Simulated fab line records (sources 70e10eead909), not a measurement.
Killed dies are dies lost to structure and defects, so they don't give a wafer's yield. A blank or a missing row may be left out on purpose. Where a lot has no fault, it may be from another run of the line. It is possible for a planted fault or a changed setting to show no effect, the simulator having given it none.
Matching of chambers :: flow nand_harc :: NHARC_P_CONTACT_ALD_22 on ald_metal-02 has 3 sister chambers
The step deposits TiN, target thk 3 nm, pulse time 1 s, ald cycles 150. 6 wafers are shown with their chamber, then 5 later ones without.

WAFERS PAIRED WITH THEIR CHAMBERS
wafer: L692.2
chamber: 3
heater_power_w (W): 1226
precursor_pulse_height_rel: 1.015

wafer: L693.1
chamber: 2
heater_power_w (W): 1139
precursor_pulse_height_rel: 1.003

wafer: L693.2
chamber: 3
heater_power_w (W): 1251
precursor_pulse_height_rel: 0.993

wafer: L693.4
chamber: 0
heater_power_w (W): 1001
precursor_pulse_height_rel: 1.022

wafer: L695.1
chamber: 0
heater_power_w (W): 999
precursor_pulse_height_rel: 0.991

wafer: L695.5
chamber: 2
heater_power_w (W): 1141
precursor_pulse_height_rel: 1.025

WAFERS WITHOUT THEIR CHAMBER
wafer: L698.1
heater_power_w (W): 1195
precursor_pulse_height_rel: 0.978

wafer: L698.2
heater_power_w (W): 968
precursor_pulse_height_rel: 1.008

wafer: L698.5
heater_power_w (W): 1164
precursor_pulse_height_rel: 0.984

wafer: L699.2
heater_power_w (W): 1159
precursor_pulse_height_rel: 0.981

wafer: L699.5
heater_power_w (W): 1158
precursor_pulse_height_rel: 0.972

WHICH CHAMBER EACH ONE RAN IN
wafer: L698.1
from the rows above: can't be placed: 3 or 2
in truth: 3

wafer: L698.2
from the rows above: 0
in truth: 0

wafer: L698.5
from the rows above: 2
in truth: 2

wafer: L699.2
from the rows above: 2
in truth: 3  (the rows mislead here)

wafer: L699.5
from the rows above: 2
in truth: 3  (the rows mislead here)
Correct placement for 2 of the 5. Unplaceable from these rows: 1, with the true chamber sitting among the candidates in 1. Placed wrongly: 2.
How it was worked out, from the rows above alone: a wafer's distance from a chamber is the root of the sum, over the readings, of the square of ((its reading less the chamber's mean) divided by the reading's scatter). If the next closest chamber is less than 2 further off than the closest, the wafer can't be placed; otherwise it belongs to the closest. For every chamber, the mean is computed from those of its wafers that are shown. The scatter is the square root of a quotient: the sum, over the shown wafers, of each reading's squared deviation from its chamber's mean, divided by wafers minus chambers.
